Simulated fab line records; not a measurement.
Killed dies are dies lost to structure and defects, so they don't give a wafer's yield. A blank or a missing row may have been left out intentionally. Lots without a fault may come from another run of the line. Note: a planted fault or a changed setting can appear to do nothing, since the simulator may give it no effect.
Which tool was responsible?    flow nand harc    72 wafers from 24 lots sampled at 5 of the route's 1159 steps

== WHAT THE GAUGES READ, wafer by wafer ==
NHARC_P_M1_THK_MEAS_24: measures by xrf.
lot   measured      on             thk nm (nm)
L075  day 6 07:31   film metro-01  157.1 157.6 155.5
L074  day 6 07:59   film metro-02  157.2 159.8 157.4
L076  day 6 20:29   film metro-02  157.5 153.9 156.8
L077  day 6 20:58   film metro-02  156.5 156.3 157.5
L078  day 6 23:38   film metro-01  153.5 159.1 157.8
L079  day 7 07:01   film metro-01  158.8 158.2 159.2
L080  day 7 19:48   film metro-02  156.8 159.5 158.1
L081  day 7 20:22   film metro-02  157.6 158.9 158.9
L082  day 8 04:47   film metro-02  159.4 156.1 160.4
L083  day 8 07:26   film metro-01  159.4 158.1 155.7
L084  day 8 08:43   film metro-02  159.3 156.9 158.4
L087  day 9 08:52   film metro-02  158.2 158.8 158.3
L085  day 9 09:10   film metro-01  161.5 159.1 157.6
L086  day 9 10:04   film metro-02  158.8 156.6 159.2
L089  day 9 18:42   film metro-01  158.1 156.6 160.1
L088  day 9 19:01   film metro-02  160.5 160.8 160.0
L090  day 10 03:44  film metro-02  158.2 155.8 158.1
L091  day 10 07:40  film metro-01  158.2 158.6 157.5
L092  day 10 14:58  film metro-02  157.5 158.2 156.6
L093  day 10 23:55  film metro-01  156.8 157.1 159.7
L094  day 11 04:40  film metro-01  157.7 156.4 158.3
L095  day 11 11:58  film metro-01  156.6 155.1 156.5
L096  day 11 13:11  film metro-02  160.5 158.0 157.0
L097  day 11 21:53  film metro-02  157.1 159.6 155.2

NHARC_P_M2_CD_MEAS_09 targets a cd of 170 nm.
lot   measured      on         cd nm (nm)
L075  day 6 09:04   cd sem-02  170.0 170.0 168.9
L074  day 6 09:32   cd sem-03  169.8 169.3 169.2
L076  day 6 22:02   cd sem-03  169.5 169.1 169.7
L077  day 6 22:22   cd sem-01  169.6 169.4 169.7
L078  day 7 01:02   cd sem-02  169.8 169.4 169.3
L079  day 7 08:34   cd sem-01  170.1 170.5 170.3
L080  day 7 21:13   cd sem-02  170.5 170.2 170.8
L081  day 7 22:05   cd sem-03  170.6 170.4 170.7
L082  day 8 06:28   cd sem-02  171.1 170.3 171.2
L083  day 8 09:00   cd sem-01  170.3 169.2 169.3
L084  day 8 10:09   cd sem-01  169.1 169.9 169.9
L087  day 9 10:25   cd sem-01  170.0 169.5 169.6
L085  day 9 10:45   cd sem-01  169.9 169.5 169.7
L086  day 9 11:31   cd sem-03  170.7 169.8 169.4
L089  day 9 20:33   cd sem-02  169.8 170.1 169.5
L088  day 9 21:22   cd sem-01  169.6 169.5 169.5
L090  day 10 05:17  cd sem-03  169.4 170.0 169.7
L091  day 10 09:32  cd sem-02  169.8 169.7 169.8
L092  day 10 16:31  cd sem-02  169.9 170.0 169.5
L093  day 11 01:31  cd sem-01  170.2 170.2 170.1
L094  day 11 06:54  cd sem-03  170.3 170.8 170.3
L095  day 11 13:31  cd sem-01  169.5 170.0 169.8
L096  day 11 14:44  cd sem-02  170.0 169.2 169.5
L097  day 11 23:19  cd sem-02  169.5 169.9 169.5

== WHICH TOOL RAN EACH LOT (tool, then ch and the chambers of the sampled wafers, then the start) ==
lot   NHARC_P_M0_PVD_21                        NHARC_P_M1_ANNEAL_31              NHARC_P_M1_CMP_23
L075  pvd sputter-01, day 6 06:51 or earlier   rtp anneal-02 ch 0, day 6 06:51   cmp-03 ch 0,1,2, day 6 07:14
L074  pvd sputter-02, day 6 07:20 or earlier   rtp anneal-02 ch 0, day 6 07:20   cmp-01 ch 0,2,3, day 6 07:44
L076  pvd sputter-01, day 6 19:49 or earlier   rtp anneal-01 ch 0, day 6 19:49   cmp-01 ch 1,2, day 6 20:10
L077  pvd sputter-02, day 6 20:18 or earlier   rtp anneal-01 ch 0, day 6 20:18   cmp-02 ch 0,1, day 6 20:41
L078  pvd sputter-01, day 6 22:58 or earlier   rtp anneal-02 ch 0, day 6 22:58   cmp-03 ch 0,2,3, day 6 23:19
L079  pvd sputter-02, day 7 06:23 or earlier   rtp anneal-02 ch 0, day 7 06:23   cmp-02 ch 0,3, day 7 06:41
L080  pvd sputter-02, day 7 19:14 or earlier   rtp anneal-01 ch 0, day 7 19:14   cmp-02 ch 0,3, day 7 19:31
L081  pvd sputter-03, day 7 19:42 or earlier   rtp anneal-02 ch 0, day 7 19:42   cmp-01 ch 1,2,3, day 7 20:04
L082  pvd sputter-03, day 8 04:08 or earlier   rtp anneal-02 ch 0, day 8 04:08   cmp-02 ch 0,1,3, day 8 04:32
L083  pvd sputter-01, day 8 06:46 or earlier   rtp anneal-01 ch 0, day 8 06:46   cmp-02 ch 0,2,3, day 8 07:07
L084  pvd sputter-02, day 8 08:09 or earlier   rtp anneal-02 ch 0, day 8 08:09   cmp-01 ch 0,2,3, day 8 08:27
L087  pvd sputter-03, day 9 08:12 or earlier   rtp anneal-01 ch 0, day 9 08:12   cmp-03 ch 0,1,3, day 9 08:33
L085  pvd sputter-02, day 9 08:31 or earlier   rtp anneal-02 ch 0, day 9 08:31   cmp-02 ch 2,3, day 9 08:52
L086  pvd sputter-03, day 9 09:25 or earlier   rtp anneal-02 ch 0, day 9 09:25   cmp-02 ch 0,2,3, day 9 09:46
L089  pvd sputter-01, day 9 18:09 or earlier   rtp anneal-01 ch 0, day 9 18:09   cmp-03 ch 0,2, day 9 18:23
L088  pvd sputter-01, day 9 18:22 or earlier   rtp anneal-01 ch 0, day 9 18:22   cmp-01 ch 0,1,3, day 9 18:42
L090  pvd sputter-01, day 10 03:04 or earlier  rtp anneal-01 ch 0, day 10 03:04  cmp-03 ch 0,1,3, day 10 03:25
L091  pvd sputter-01, day 10 06:59 or earlier  rtp anneal-01 ch 0, day 10 06:59  cmp-01 ch 0,2,3, day 10 07:22
L092  pvd sputter-02, day 10 14:17 or earlier  rtp anneal-01 ch 0, day 10 14:17  cmp-02 ch 1,2,3, day 10 14:38
L093  pvd sputter-02, day 10 23:17 or earlier  rtp anneal-02 ch 0, day 10 23:17  cmp-03 ch 1,3, day 10 23:36
L094  pvd sputter-01, day 11 04:07 or earlier  rtp anneal-01 ch 0, day 11 04:07  cmp-02 ch 0,2, day 11 04:23
L095  pvd sputter-03, day 11 11:19 or earlier  rtp anneal-02 ch 0, day 11 11:19  cmp-03 ch 0,2,3, day 11 11:40
L096  pvd sputter-01, day 11 12:31 or earlier  rtp anneal-02 ch 0, day 11 12:31  cmp-01 ch 0,2,3, day 11 12:53
L097  pvd sputter-01, day 11 21:14 or earlier  rtp anneal-01 ch 0, day 11 21:14  cmp-01 ch 0,2, day 11 21:36
- NHARC_P_M0_PVD_21: deposits Cu, target thk 30 nm, time 20.49 s.
- NHARC_P_M1_ANNEAL_31: time 90 s.
- NHARC_P_M1_CMP_23: polishes, t overpolish 20 s, target thk 157.82 nm.

== WHAT THE TOOLS THEMSELVES READ (means of the sampled wafers that have a number; where no wafer has one, the mark that the record gives instead) ==
NHARC_P_M0_PVD_21.
lot   tool            throttle valve pct (%)
L075  pvd sputter-01  30.4
L074  pvd sputter-02  29.5
L076  pvd sputter-01  30.9
L077  pvd sputter-02  30.7
L078  pvd sputter-01  30.7
L079  pvd sputter-02  30.6
L080  pvd sputter-02  31.0
L081  pvd sputter-03  30.1
L082  pvd sputter-03  30.4
L083  pvd sputter-01  30.8
L084  pvd sputter-02  29.9
L087  pvd sputter-03  30.7
L085  pvd sputter-02  30.8
L086  pvd sputter-03  30.9
L089  pvd sputter-01  30.7
L088  pvd sputter-01  30.5
L090  pvd sputter-01  30.7
L091  pvd sputter-01  30.5
L092  pvd sputter-02  31.4
L093  pvd sputter-02  30.9
L094  pvd sputter-01  30.6
L095  pvd sputter-03  30.4
L096  pvd sputter-01  30.8
L097  pvd sputter-01  30.4

NHARC_P_M1_ANNEAL_31.
lot   tool           anneal temp c max  wafer_temp_C_max
L075  rtp anneal-02  225.91             225.8
L074  rtp anneal-02  226.06             225.8
L076  rtp anneal-01  226.36             226.6
L077  rtp anneal-01  226.39             226.3
L078  rtp anneal-02  226.09             226.1
L079  rtp anneal-02  226.14             225.9
L080  rtp anneal-01  226.53             226.2
L081  rtp anneal-02  225.75             225.9
L082  rtp anneal-02  225.84             226.1
L083  rtp anneal-01  226.68             226.3
L084  rtp anneal-02  226.17             225.9
L087  rtp anneal-01  226.08             226.5
L085  rtp anneal-02  225.97             226.1
L086  rtp anneal-02  226.18             226.0
L089  rtp anneal-01  226.27             226.8
L088  rtp anneal-01  226.57             226.0
L090  rtp anneal-01  226.04             226.7
L091  rtp anneal-01  226.22             226.4
L092  rtp anneal-01  226.20             226.2
L093  rtp anneal-02  225.79             225.7
L094  rtp anneal-01  226.31             226.5
L095  rtp anneal-02  226.12             225.9
L096  rtp anneal-02  226.02             225.9
L097  rtp anneal-01  226.42             226.3

NHARC_P_M1_CMP_23.
lot   tool    motor current A (A)  slurry filter dp kPa (kPa)  time to endpoint s (s)
L075  cmp-03  12.4                 13.41                       26.1
L074  cmp-01  12.1                 13.42                       27.2
L076  cmp-01  11.7                 13.54                       28.9
L077  cmp-02  12.7                 13.49                       28.3
L078  cmp-03  12.0                 13.55                       26.5
L079  cmp-02  13.3                 13.50                       28.7
L080  cmp-02  13.7                 13.40                       26.9
L081  cmp-01  11.4                 13.50                       26.6
L082  cmp-02  13.5                 13.45                       26.1
L083  cmp-02  12.1                 13.41                       28.8
L084  cmp-01  11.7                 13.48                       27.8
L087  cmp-03  12.0                 13.52                       29.2
L085  cmp-02  11.1                 13.46                       32.1
L086  cmp-02  12.6                 13.50                       31.6
L089  cmp-03  10.8                 13.51                       28.5
L088  cmp-01  12.2                 13.40                       31.0
L090  cmp-03  12.1                 13.60                       29.0
L091  cmp-01  11.6                 13.47                       31.5
L092  cmp-02  12.4                 13.52                       26.4
L093  cmp-03  13.4                 13.55                       32.0
L094  cmp-02  11.7                 13.51                       29.5
L095  cmp-03  12.0                 13.46                       30.5
L096  cmp-01  11.9                 13.49                       29.1
L097  cmp-01  12.1                 13.60                       27.4

== THE ANSWER, worked out from the rows above alone ==
Rule: the lots themselves supply what counts as usual. The widest of any qualifying gaps counts: lots, ordered by their means at a reading, are off when they make up no more than a third of the lots, leave a main group of 4 or more, and stand apart from it by 3 or more times the standard deviation of that group's means. A main group whose means are all the same, to the digits that the tables above print for the reading, isn't used. A lot without any number at a reading at which 4 lots or more have one is off too. All remaining lots with rows at the step are treated as sound. Order of review: gauges by route order, followed by the tools' own readings, for which a lot's mean as printed above is used. At the first step where some lot is off, the reading lying furthest off is the one used; lots without a number count as furthest.
No lot is off on any of the readings shown, so nothing can be concluded from this.

== WHAT THE SIMULATOR HAD PUT IN ==
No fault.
